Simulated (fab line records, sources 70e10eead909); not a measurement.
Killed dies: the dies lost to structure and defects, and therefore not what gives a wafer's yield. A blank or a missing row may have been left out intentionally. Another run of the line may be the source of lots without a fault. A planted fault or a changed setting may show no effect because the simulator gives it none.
Which tool was responsible? + flow nandHarc + Sampling: 24 lots, 72 wafers, 3 of 1159 route steps

## WHAT THE GAUGES SHOWED, per wafer
NHARC_A_SGD_CUT_INSPECT_11.
| lot  | measured     | on               | rawDefectCount |
|------|--------------|------------------|----------------|
| L075 | day 14 02:45 | defectInspect-01 | 17 20 23       |
| L074 | day 14 03:10 | defectInspect-01 | 9 4 10         |
| L076 | day 14 03:31 | defectInspect-01 | 4 6 5          |
| L080 | day 14 21:17 | defectInspect-02 | 23 23 26       |
| L077 | day 14 21:46 | defectInspect-01 | 4 8 6          |
| L078 | day 14 21:37 | defectInspect-01 | 20 16 23       |
| L079 | day 14 22:19 | defectInspect-01 | 9 5 5          |
| L081 | day 15 10:56 | defectInspect-02 | 26 23 17       |
| L083 | day 15 22:08 | defectInspect-01 | 9 6 4          |
| L082 | day 15 22:37 | defectInspect-02 | 19 26 29       |
| L084 | day 16 10:42 | defectInspect-01 | 8 9 7          |
| L086 | day 17 00:14 | defectInspect-02 | 7 14 8         |
| L085 | day 17 00:28 | defectInspect-02 | 23 20 24       |
| L087 | day 17 00:39 | defectInspect-02 | 25 26 28       |
| L089 | day 17 16:29 | defectInspect-02 | 34 35 32       |
| L088 | day 17 16:41 | defectInspect-01 | 13 11 13       |
| L090 | day 17 21:21 | defectInspect-02 | 9 12 6         |
| L091 | day 17 21:36 | defectInspect-02 | 31 34 24       |
| L092 | day 18 02:29 | defectInspect-02 | 17 16 20       |
| L093 | day 18 02:43 | defectInspect-01 | 33 29 38       |
| L095 | day 18 13:41 | defectInspect-02 | 21 14 6        |
| L094 | day 18 13:45 | defectInspect-01 | 18 12 7        |
| L096 | day 18 14:02 | defectInspect-02 | 41 41 36       |
| L097 | day 19 23:55 | defectInspect-01 | 10 9 21        |

## WHICH TOOL RAN EACH LOT (tool, then ch and the chambers of the sampled wafers, then the start)
| lot  | NHARC_A_STAIRCASE_STRIP_446         | NHARC_A_SGD_CUT_DEP_00          |
|------|-------------------------------------|---------------------------------|
| L075 | plasmaAsher-02 ch 0,1, day 13 23:14 | pecvd-04 ch 0,1,2, day 14 02:01 |
| L074 | plasmaAsher-01 ch 0,1, day 13 23:24 | pecvd-01 ch 0,1, day 14 02:19   |
| L076 | plasmaAsher-02 ch 0,1, day 13 23:50 | pecvd-03 ch 0,2, day 14 02:41   |
| L080 | plasmaAsher-02 ch 0,1, day 14 17:42 | pecvd-04 ch 0,1, day 14 20:21   |
| L077 | plasmaAsher-01 ch 0,1, day 14 17:46 | pecvd-04 ch 0,1, day 14 20:51   |
| L078 | plasmaAsher-01 ch 0,1, day 14 18:03 | pecvd-03 ch 0,1,2, day 14 20:47 |
| L079 | plasmaAsher-02 ch 1, day 14 18:58   | pecvd-01 ch 0,1, day 14 21:38   |
| L081 | plasmaAsher-01 ch 0,1, day 15 07:23 | pecvd-04 ch 0,1,2, day 15 10:05 |
| L083 | plasmaAsher-01 ch 0,1, day 15 18:32 | pecvd-03 ch 0,2, day 15 21:17   |
| L082 | plasmaAsher-02 ch 0,1, day 15 18:56 | pecvd-04 ch 0,2, day 15 21:43   |
| L084 | plasmaAsher-01 ch 0,1, day 16 06:59 | pecvd-03 ch 0,1,2, day 16 09:51 |
| L086 | plasmaAsher-01 ch 1, day 16 20:34   | pecvd-03 ch 0,1,2, day 16 23:25 |
| L085 | plasmaAsher-02 ch 0,1, day 16 20:35 | pecvd-03 ch 0,1,2, day 16 23:41 |
| L087 | plasmaAsher-02 ch 0,1, day 16 20:52 | pecvd-03 ch 0,1,2, day 16 23:48 |
| L089 | plasmaAsher-02 ch 0, day 17 12:59   | pecvd-01 ch 0,2, day 17 15:40   |
| L088 | plasmaAsher-01 ch 0,1, day 17 13:07 | pecvd-01 ch 1,2, day 17 15:50   |
| L090 | plasmaAsher-01 ch 0,1, day 17 17:53 | pecvd-04 ch 1,2, day 17 20:30   |
| L091 | plasmaAsher-02 ch 0,1, day 17 18:03 | pecvd-01 ch 1,2, day 17 20:46   |
| L092 | plasmaAsher-01 ch 0,1, day 17 23:02 | pecvd-01 ch 0,1, day 18 01:39   |
| L093 | plasmaAsher-02 ch 0,1, day 17 23:17 | pecvd-01 ch 1,2, day 18 01:59   |
| L095 | plasmaAsher-02 ch 0,1, day 18 09:52 | pecvd-03 ch 0,2, day 18 12:54   |
| L094 | plasmaAsher-02 ch 0,1, day 18 10:08 | pecvd-03 ch 1,2, day 18 13:04   |
| L096 | plasmaAsher-01 ch 0,1, day 18 10:22 | pecvd-04 ch 0,1,2, day 18 13:10 |
| L097 | plasmaAsher-01 ch 1, day 19 20:25   | pecvd-01 ch 1,2, day 19 23:04   |
- NHARC_A_STAIRCASE_STRIP_446: strips in O2.
- NHARC_A_SGD_CUT_DEP_00: deposits SiNx, target thk 50 nm.

## AS READ BY THE TOOLS THEMSELVES (means over the sampled wafers that have a number; for cases with no such wafer, the mark the record gives instead)
NHARC_A_STAIRCASE_STRIP_446.
| lot  | tool           | drypumpMotorCurrentA (A) | heaterPowerW (W) |
|------|----------------|--------------------------|------------------|
| L075 | plasmaAsher-02 | 5.4                      | 331              |
| L074 | plasmaAsher-01 | 6.3                      | 391              |
| L076 | plasmaAsher-02 | 5.5                      | 331              |
| L080 | plasmaAsher-02 | 5.5                      | 335              |
| L077 | plasmaAsher-01 | 6.3                      | 392              |
| L078 | plasmaAsher-01 | 6.3                      | 394              |
| L079 | plasmaAsher-02 | 5.2                      | 322              |
| L081 | plasmaAsher-01 | 6.0                      | 377              |
| L083 | plasmaAsher-01 | 6.3                      | 387              |
| L082 | plasmaAsher-02 | 5.5                      | 331              |
| L084 | plasmaAsher-01 | 6.2                      | 389              |
| L086 | plasmaAsher-01 | 5.8                      | 359              |
| L085 | plasmaAsher-02 | 5.5                      | 337              |
| L087 | plasmaAsher-02 | 5.4                      | 317              |
| L089 | plasmaAsher-02 | 5.7                      | 347              |
| L088 | plasmaAsher-01 | 6.0                      | 377              |
| L090 | plasmaAsher-01 | 6.2                      | 390              |
| L091 | plasmaAsher-02 | 5.4                      | 313              |
| L092 | plasmaAsher-01 | 6.3                      | 390              |
| L093 | plasmaAsher-02 | 5.5                      | 338              |
| L095 | plasmaAsher-02 | 5.3                      | 312              |
| L094 | plasmaAsher-02 | 5.4                      | 316              |
| L096 | plasmaAsher-01 | 6.2                      | 386              |
| L097 | plasmaAsher-01 | 5.8                      | 358              |

NHARC_A_SGD_CUT_DEP_00.
| lot  | tool     | heaterPowerOuterW (W) | heaterPowerW (W) |
|------|----------|-----------------------|------------------|
| L075 | pecvd-04 | 462                   | 760              |
| L074 | pecvd-01 | 422                   | 728              |
| L076 | pecvd-03 | 474                   | 785              |
| L080 | pecvd-04 | 424                   | 701              |
| L077 | pecvd-04 | 413                   | 695              |
| L078 | pecvd-03 | 445                   | 763              |
| L079 | pecvd-01 | 445                   | 752              |
| L081 | pecvd-04 | 437                   | 728              |
| L083 | pecvd-03 | 512                   | 837              |
| L082 | pecvd-04 | 439                   | 722              |
| L084 | pecvd-03 | 473                   | 782              |
| L086 | pecvd-03 | 460                   | 777              |
| L085 | pecvd-03 | 455                   | 779              |
| L087 | pecvd-03 | 488                   | 817              |
| L089 | pecvd-01 | 381                   | 652              |
| L088 | pecvd-01 | 385                   | 637              |
| L090 | pecvd-04 | 415                   | 692              |
| L091 | pecvd-01 | 428                   | 687              |
| L092 | pecvd-01 | 448                   | 754              |
| L093 | pecvd-01 | 394                   | 638              |
| L095 | pecvd-03 | 463                   | 778              |
| L094 | pecvd-03 | 430                   | 745              |
| L096 | pecvd-04 | 440                   | 726              |
| L097 | pecvd-01 | 423                   | 692              |

## THE ANSWER, worked out from the rows above alone
Rule: the lots themselves supply what counts as usual. Put in order of their means at a reading, lots are off if they are a third of the lots or fewer, leave a main group of 4 or more, and stand apart from it by a gap of 3 or more times the standard deviation of the main group's means; of several such gaps the widest counts. The tables above print the reading to a certain number of digits; a main group whose means all agree to those digits is not used. Also off: a lot with no number at a reading for which 4 or more lots have one. All remaining lots with rows at the step are treated as sound. First the gauges in route order, then the tools' own readings, where a lot's mean is used as printed above. At the first step where some lot is off, the reading lying furthest off is the one used; lots without a number count as furthest.
None of the lots is off at any reading shown; this tells nothing.

## WHAT THE SIMULATOR HAD PUT IN
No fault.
